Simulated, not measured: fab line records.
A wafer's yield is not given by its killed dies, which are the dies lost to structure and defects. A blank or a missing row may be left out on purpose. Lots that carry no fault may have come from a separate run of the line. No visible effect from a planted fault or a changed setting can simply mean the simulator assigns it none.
2 desks, one fault | flow n5-finfet | only its own numbers are on each desk; what lay behind them is given at the end

== METROLOGY DESK ==
What the gauges read, lot by lot, whatever tool the lot ran on: means of the sampled wafers that have a number. A lot is out of limits, marked OUT, if its mean lies more than 4 standard deviations from the usual mean; the brackets give that distance. Shown here are 7 of its 10 readings, the ones lying furthest out on some lot.
Columns: A = DIBL_N at N5_BEOL_M4_RC_MEAS_101, usual 36.5 mV/V; B = IOFF_N at N5_BEOL_M4_RC_MEAS_101, usual 0.17 nA/um; C = IOFF_P at N5_BEOL_M4_RC_MEAS_101, usual 0.22 nA/um; D = ION_N at N5_BEOL_M4_RC_MEAS_101, usual 677 uA/um; E = ION_P at N5_BEOL_M4_RC_MEAS_101, usual 463 uA/um; F = VT_N at N5_BEOL_M4_RC_MEAS_101, usual 249 mV; G = VT_P at N5_BEOL_M4_RC_MEAS_101, usual -250 mV
lot  | first seen here | A    | B    | C    | D   | E   | F   | G
L230 | day 9 09:56     | 35.9 | 0.15 | 0.21 | 676 | 469 | 249 | -248
L244 | day 12 10:41    | 36.7 | 0.20 | 0.29 | 695 | 485 | 245 | -242
L246 | day 13 21:13    | 33.7 | 0.14 | 0.20 | 666 | 466 | 251 | -248
L247 | day 14 01:14    | 38.4 | 0.21 | 0.29 | 684 | 473 | 244 | -244
Result from this desk: across the 4 lots, nothing is out of limits.

== TOOL OWNER'S DESK, pecvd-02 ==
The tool's own readings at N5_BEOL_M0_SAQP_HM_DEP_111 (deposits SiO2 from SiH4/N2O, target thk 12 nm, time 7.2 s): means of the sampled wafers that have a number, for each lot that ran on this tool. A lot is out of limits, marked OUT, if its mean lies more than 4 standard deviations from the usual mean; the brackets give that distance.
Columns: A = heater-power-w at N5_BEOL_M0_SAQP_HM_DEP_111, usual 743 W; B = showerhead-plenum-p-Torr at N5_BEOL_M0_SAQP_HM_DEP_111, usual 8.15 Torr; C = susceptor-temp-C at N5_BEOL_M0_SAQP_HM_DEP_111, usual 399.97 C
lot  | first seen here | A   | B    | C
L230 | day 6 18:32     | 706 | 8.04 | 399.83
L244 | day 10 00:31    | 753 | 8.02 | 399.83
L246 | day 10 20:16    | 752 | 7.96 | -
Result from this desk: across the 3 lots, nothing is out of limits.

== ALL TOGETHER ==
At the metrology desk, nothing out of limits was observed.
Nothing out of limits was seen by the tool owner's desk.

== WHAT THE SIMULATOR HAD INSERTED ==
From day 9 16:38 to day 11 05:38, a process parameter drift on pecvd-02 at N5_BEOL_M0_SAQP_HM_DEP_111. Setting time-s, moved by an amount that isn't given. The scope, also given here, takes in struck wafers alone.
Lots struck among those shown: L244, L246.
